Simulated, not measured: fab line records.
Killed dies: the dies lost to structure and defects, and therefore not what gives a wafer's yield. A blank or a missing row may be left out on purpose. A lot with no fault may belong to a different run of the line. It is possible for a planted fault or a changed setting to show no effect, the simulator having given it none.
fab line records	flow nand_harc
record: lots: 12	wafers: 34	last_day: 33
route steps=1302 shown A_CONTACT@1093 A_BLC@1121
lots that met no fault: from a run of the same line without faults
start_h: hours from the record's first day to the start of the lot's first wafer shown	wait_h: hours elapsed since this lot's preceding step	" same as the row above	L1.1+2: a single row standing in for several wafers	- no value, or no start given	* or withheld: withheld	< > ~ a bound
route shown NAME@n: a module of which the file shows steps, and the number in the route of the first	usual: the fault-free wafers' mean and standard deviation	same: alike in all rows	chamber/n: place in a boat	sites: readings site by site	_std_site: standard deviation across them	_edge_site: the outer-site mean with the inner-site mean subtracted	radius_mm: how far each site lies from the wafer's centre	mask NAME#n: copy n	behind: the last tool/chamber to shape the wafer	hold: why the lot went on hold/how many hours it stayed there/how the hold came to an end	device: transistor that didn't switch, given as n, p or np	end of line: tests run on the same wafers once the route is complete	a step with no rows: only its recipe	killed: count of dies lost to structure and defects at first sort (not the wafer's yield)	map: a wafer's dies, marking killed ones x, the rest . and places with no die _
set.NAME: the setting as run; set.NAME@STEP: as run at that earlier step	model.NAME: the simulator's own value behind a step, which no gauge read
one table for each step of the route and one row for each wafer, over a sample of lots
services: the hour from which a tool's chamber was out of use, counted from the record's first day as start_h (under 0 if before that day), plus the number of hours and why
== steps ==
step: NHARC_A_CONTACT_ETCH_98
recipe: target_depth_a: 200	over_etch_frac: 0.5	time_s: 10	ion_energy_ev: 250	c4f6_flow_sccm: 25	o2_flow_sccm: 20	ar_flow_sccm: 500	rf_w: 600	bias_w: 500	chemistry: C4F6/O2
usual: drypump_motor_current_A: 5.6/0.39	oes_product_au: 0.959/0.025	rf_vpp_V: 547/3.9	showerhead_plenum_p_Torr: 3.94/0.19	throttle_valve_pct: 26.903/0.0084
lot.wafer	tool	chamber	start_h	wait_h	drypump_motor_current_A	oes_product_au	rf_hours_counter_h	rf_vpp_V	showerhead_plenum_p_Torr	throttle_valve_pct
L363.4	rie_diel-06	0	-	-	5.9	0.937	7	554	4.22	26.904
L363.3	"	1	"	"	5.2	0.930	4	544	3.77	26.900
L363.1	"	2	"	"	5.8	0.939	6	547	3.89	26.901
L364.1	rie_diel-06	2	-	-	5.8	0.950	9	545	3.88	26.906
L364.2	"	1	"	"	5.3	0.962	10	544	3.77	26.911
L364.6	"	2	"	"	5.8	0.962	-	547	3.89	26.914
L367.1	rie_diel-06	0	-	-	5.8	0.941	14	552	4.22	26.912
L367.4	"	2	"	"	5.8	0.941	10	546	3.88	26.912
L367.5	"	3	"	"	5.2	0.923	-	544	3.79	26.912
L365.2	rie_diel-06	2	-	-	5.8	0.945	15	546	3.88	26.890
L365.4	"	3	"	"	5.1	0.945	16	544	3.79	26.895
L365.6	"	1	"	"	5.2	0.939	-	544	3.76	26.898
L366.3	rie_diel-06	2	-	-	5.8	0.996	15	545	3.88	26.902
L366.6	"	3	"	"	5.2	1.000	-	545	3.79	26.906
L366.5	"	0	"	"	5.9	0.992	-	552	4.22	26.889
L369.4	rie_diel-06	0	-	-	5.8	0.934	18	554	4.22	26.889
L369.1	"	1	"	"	5.2	0.946	16	545	3.77	26.916
L369.5	"	1	"	"	5.2	0.947	-	545	3.76	26.907
L368.2	rie_diel-06	2	-	-	5.7	0.933	16	545	3.88	26.882
L368.3	"	1	"	"	5.3	0.957	17	542	3.76	26.895
L368.6	"	3	"	"	5.1	0.930	-	544	3.79	26.916
L375.3	rie_diel-02	1	-	-	6.1	0.981	34	547	3.87	26.897
L375.1	"	3	"	"	6.6	0.987	37	550	4.14	26.901
L378.5	rie_diel-06	2	-	-	5.8	1.010	-	545	3.87	26.897
L378.6	"	3	"	"	5.1	0.997	-	545	3.78	26.906
L379.4	rie_diel-09	2	-	-	5.2	0.945	2	550	4.12	26.893
L379.6	"	0	"	"	5.2	0.956	-	542	3.71	26.911
L379.5	"	1	"	"	5.8	0.924	-	550	4.09	26.900
L381.1	rie_diel-09	2	-	-	5.2	0.963	7	552	4.11	26.900
L381.4	"	0	"	"	5.2	0.946	8	543	3.71	26.904
L381.5	"	1	"	"	5.7	0.950	-	550	4.08	26.894
L384.4	rie_diel-09	0	-	-	5.2	1.014	20	542	3.70	26.923
L384.1	"	1	"	"	5.7	1.001	19	550	4.08	26.897
L384.3	"	2	"	"	5.3	1.004	19	550	4.11	26.911
step: NHARC_A_BLC_ETCH_16
recipe: target_depth_a: 390	over_etch_frac: 0.3	time_s: 65	ion_energy_ev: 80	cf4_flow_sccm: 150	ar_flow_sccm: 0	rf_w: 300	bias_w: 100	chemistry: CF4
usual: drypump_motor_current_A: 5.6/0.43	oes_product_au: 1.003/0.012	rf_vpp_V: 151.1/1.1	showerhead_plenum_p_Torr: 1.76/0.05	throttle_valve_pct: 13.284/0.0091
lot.wafer	tool	chamber	start_h	wait_h	drypump_motor_current_A	oes_product_au	rf_hours_counter_h	rf_vpp_V	showerhead_plenum_p_Torr	throttle_valve_pct
L363.4	rie_diel-07	1	532.09	0.1	5.2	1.013	3	150.4	1.76	13.274
L363.1	"	3	"	"	5.3	1.020	3	150.2	1.78	13.282
L363.3	"	0	"	"	6.0	1.025	3	148.7	1.70	13.261
L364.2	rie_diel-13	0	567.99	0.1	5.5	0.987	4	151.1	1.80	13.286
L364.1	"	3	"	"	5.1	0.988	4	151.0	1.75	13.272
L364.6	"	0	"	"	5.5	0.992	-	151.5	1.80	13.285
L367.1	rie_diel-13	0	572.15	0.1	5.5	1.010	5	151.8	1.80	13.281
L367.5	"	1	"	"	6.4	1.003	-	150.5	1.72	13.281
L367.4	"	3	"	"	5.1	0.996	-	149.1	1.75	13.293
L365.4	rie_diel-13	0	593.13	0.1	5.5	0.997	8	150.7	1.80	13.265
L365.2	"	1	"	"	6.4	1.006	7	150.2	1.72	13.293
L365.6	"	0	"	"	5.5	0.986	-	152.6	1.80	13.283
L366.3	rie_diel-07	2	595.72	0.1	5.9	1.003	7	150.3	1.75	13.296
L366.5	"	1	"	"	5.2	1.003	-	152.0	1.76	13.289
L366.6	"	2	"	"	5.9	1.016	-	150.3	1.75	13.270
L369.1	rie_diel-13	2	596.10	0.1	5.4	0.988	4	150.1	1.72	13.289
L369.4	"	0	"	"	5.5	0.992	8	151.8	1.80	13.286
L369.5	"	2	"	"	5.4	0.995	-	150.2	1.72	13.277
L368.2	rie_diel-07	0	598.02	0.1	6.0	1.013	6	149.7	1.69	13.282
L368.3	"	1	"	"	5.2	1.008	7	152.7	1.76	13.282
L368.6	"	3	"	"	5.3	1.018	-	150.1	1.78	13.296
L375.3	rie_diel-07	3	686.84	0.1	5.3	1.011	1	150.6	1.78	13.283
L375.1	"	0	"	"	5.9	0.998	1	150.0	1.69	13.282
L378.6	rie_diel-07	1	700.27	0.1	5.2	0.993	-	150.8	1.76	13.274
L378.5	"	2	"	"	5.9	0.992	-	150.2	1.75	13.272
L379.4	rie_diel-07	0	701.99	0.1	6.0	1.008	2	151.1	1.69	13.292
L379.5	"	1	"	"	5.2	1.000	-	150.4	1.76	13.302
L379.6	"	2	"	"	5.9	1.011	-	152.0	1.74	13.281
L381.4	rie_diel-13	3	717.98	0.1	5.1	1.015	1	151.8	1.75	13.289
L381.1	"	2	"	"	5.4	0.982	1	151.1	1.72	13.266
L381.5	"	0	"	"	5.5	1.000	-	151.6	1.80	13.290
L384.3	rie_diel-08	0	745.02	0.1	4.9	0.992	3	152.7	1.89	13.298
L384.1	"	2	"	"	5.4	0.983	0	150.3	1.69	13.294
L384.4	"	0	"	"	4.9	0.994	-	152.5	1.89	13.295
step: NHARC_A_BLC_ETCH_17
recipe: target_depth_a: 3900	over_etch_frac: 0.25	time_s: 609.38	ion_energy_ev: 200	n2_flow_sccm: 150	h2_flow_sccm: 150	ar_flow_sccm: 0	rf_w: 400	bias_w: 150	chemistry: N2/H2
usual: drypump_motor_current_A: 5.6/0.44	oes_product_au: 1.003/0.011	rf_vpp_V: 430.1/2	showerhead_plenum_p_Torr: 2.03/0.066	throttle_valve_pct: 14.170/0.0084
lot.wafer	tool	chamber	start_h	wait_h	drypump_motor_current_A	oes_product_au	rf_hours_counter_h	rf_vpp_V	showerhead_plenum_p_Torr	throttle_valve_pct
L363.1	rie_diel-07	1	-	-	5.2	1.003	3	430.9	2.03	14.162
L363.3	"	2	"	"	5.9	1.005	3	429.6	2.01	14.172
L363.4	"	3	"	"	5.3	1.021	3	432.5	2.06	14.167
L364.1	rie_diel-13	1	-	-	6.4	0.999	4	427.8	1.98	14.169
L364.2	"	0	"	"	5.5	0.977	4	432.4	2.08	14.169
L364.6	"	0	"	"	5.5	0.995	-	431.9	2.09	14.178
L367.1	rie_diel-13	3	-	-	5.1	1.004	4	430.0	2.02	14.167
L367.5	"	3	"	"	5.1	1.001	-	430.3	2.02	14.166
L367.4	"	0	"	"	5.5	1.001	-	431.8	2.08	14.161
L365.2	rie_diel-13	1	-	-	6.4	1.010	7	428.7	1.98	14.186
L365.4	"	0	"	"	5.5	0.993	8	432.1	2.08	14.192
L365.6	"	2	"	"	5.4	0.992	-	428.3	1.98	14.178
L366.3	rie_diel-07	1	-	-	5.2	0.993	6	430.8	2.03	14.163
L366.5	"	2	"	"	5.9	1.005	-	429.4	2.01	14.162
L366.6	"	3	"	"	5.3	1.011	-	430.5	2.06	14.176
L369.4	rie_diel-13	1	-	-	6.4	1.021	8	430.1	1.98	14.177
L369.1	"	3	"	"	5.1	1.008	8	430.0	2.01	14.180
L369.5	"	1	"	"	6.4	1.009	-	427.7	1.98	14.171
L368.3	rie_diel-07	3	-	-	5.3	1.013	7	431.0	2.06	14.173
L368.2	"	1	"	"	5.2	1.020	7	431.3	2.03	14.152
L368.6	"	3	"	"	5.3	1.025	-	431.5	2.06	14.175
L375.3	rie_diel-07	0	-	-	6.0	0.992	1	427.9	1.94	14.161
L375.1	"	1	"	"	5.2	0.990	1	430.5	2.03	14.166
L378.6	rie_diel-07	2	-	-	5.9	1.003	-	430.4	2.01	14.174
L378.5	"	3	"	"	5.3	0.993	-	431.3	2.05	14.164
L379.4	rie_diel-07	0	-	-	6.0	1.007	3	427.1	1.94	14.171
L379.5	"	2	"	"	5.9	1.000	-	428.2	2.01	14.166
L379.6	"	3	"	"	5.3	1.002	-	431.6	2.05	14.174
L381.4	rie_diel-13	0	-	-	5.5	1.005	1	432.1	2.08	14.178
L381.1	"	1	"	"	6.4	1.001	1	427.8	1.98	14.160
L381.5	"	1	"	"	6.4	0.993	-	427.6	1.98	14.168
L384.3	rie_diel-08	0	-	-	4.9	0.988	3	435.5	2.20	14.177
L384.1	"	2	"	"	5.5	0.993	0	427.0	1.94	14.156
L384.4	"	3	"	"	6.3	1.004	-	433.6	2.20	14.154
step: NHARC_A_BLC_ETCH_18
recipe: target_depth_a: 9100	c4f8_flow_sccm: 20	o2_flow_sccm: 10	ar_flow_sccm: withheld	rf_w: 600	bias_w: 1500	chemistry: C4F8/O2/Ar
usual: oes_product_au: 0.960/0.019	rf_vpp_V: 977/4.1
lot.wafer	tool	chamber	start_h	wait_h	oes_product_au	rf_hours_counter_h	rf_vpp_V
L363.4	rie_diel-07	2	532.61	-	0.943	3	977
L363.1	"	3	"	"	0.969	3	979
L363.3	"	0	"	"	0.974	3	973
L364.1	rie_diel-13	1	568.61	-	0.964	4	973
L364.2	"	3	"	"	0.963	4	977
L364.6	"	0	"	"	0.955	-	982
L367.1	rie_diel-13	3	572.84	-	0.955	5	977
L367.5	"	0	"	"	0.961	-	981
L367.4	"	1	"	"	0.970	-	976
L365.2	rie_diel-13	1	593.69	-	0.967	8	975
L365.4	"	2	"	"	0.942	4	974
L365.6	"	0	"	"	0.960	-	981
L366.3	rie_diel-07	0	596.27	-	0.939	6	972
L366.5	"	3	"	"	0.943	-	980
L366.6	"	0	"	"	0.940	-	973
L369.1	rie_diel-13	0	596.66	-	0.976	8	981
L369.4	"	2	"	"	0.949	4	974
L369.5	"	0	"	"	0.967	-	980
L368.2	rie_diel-07	3	598.53	-	0.939	7	978
L368.3	"	2	"	"	0.927	7	976
L368.6	"	3	"	"	0.943	-	980
L375.3	rie_diel-07	0	687.36	-	0.951	2	972
L375.1	"	3	"	"	1.179	2	977
L378.5	rie_diel-07	0	700.90	-	1.189	-	971
L378.6	"	1	"	"	0.969	-	976
L379.4	rie_diel-07	2	702.60	-	0.981	3	978
L379.6	"	3	"	"	0.981	-	980
L379.5	"	0	"	"	1.152	-	972
L381.4	rie_diel-13	1	718.57	-	0.975	2	974
L381.1	"	2	"	"	0.964	1	974
L381.5	"	0	"	"	0.973	-	981
L384.1	rie_diel-08	2	745.65	-	0.963	1	973
L384.3	"	0	"	"	0.955	4	990
L384.4	"	2	"	"	0.951	-	972
== services ==
tool	chamber	start_h	hours	kind
rie_diel-06	1	506.86	6.1	repair
rie_diel-13	-	519.03	9.0	pm
rie_diel-08	-	547.65	9.0	pm
rie_diel-06	2	550.43	13.4	repair
rie_diel-13	2	557.99	32.2	repair
rie_diel-06	-	559.49	0.5	repair
rie_diel-02	-	572.90	9.0	pm
rie_diel-13	-	578.30	0.2	repair
rie_diel-08	1	600.69	6.9	repair
rie_diel-06	-	600.79	1.0	repair
rie_diel-09	0	627.47	2.9	repair
rie_diel-02	-	642.04	1.2	repair
rie_diel-13	3	645.19	5.3	repair
rie_diel-07	-	648.20	9.0	pm
rie_diel-06	-	666.76	9.0	pm
rie_diel-09	-	674.21	9.0	pm
rie_diel-02	3	691.66	2.9	repair
rie_diel-13	-	696.03	9.0	pm
rie_diel-07	2	702.83	16.4	repair
rie_diel-06	2	711.45	9.1	repair
rie_diel-09	1	720.68	1.7	repair
rie_diel-08	-	724.65	9.0	pm
rie_diel-09	1	724.68	3.9	repair
rie_diel-13	3	738.64	5.4	repair
== key ==
first_sign: step: NHARC_A_BLC_ETCH_18	reading: oes_product_au	direction: up	sigmas: 11	usual: 0.960	struck: 1.173
effect none on later readings
met_at NHARC_A_BLC_ETCH_18
struck_lots L375,L378,L379
struck_wafers L375.1,L378.5,L379.5
tester_left_out L375,L378,L379
not_acting_at NHARC_A_CONTACT_ETCH_98,NHARC_A_BLC_ETCH_16,NHARC_A_BLC_ETCH_17
onset_between 598.53 687.36
fault: kind: process_parameter_drift	tool: rie_diel-07	chamber: -	onset_h: 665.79	steps: NHARC_A_BLC_ETCH_18	channel: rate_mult	offset: 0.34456	shape: step	end_h: 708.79	scope: struck_wafers_only
tester_left_out: of these lots the tester's yield and bins aren't shown, on N5 and GAA mostly nor the transistor test; their killed dies are dies lost to structure and defects alone, not to doping, threshold or leakage, so they don't give the yield
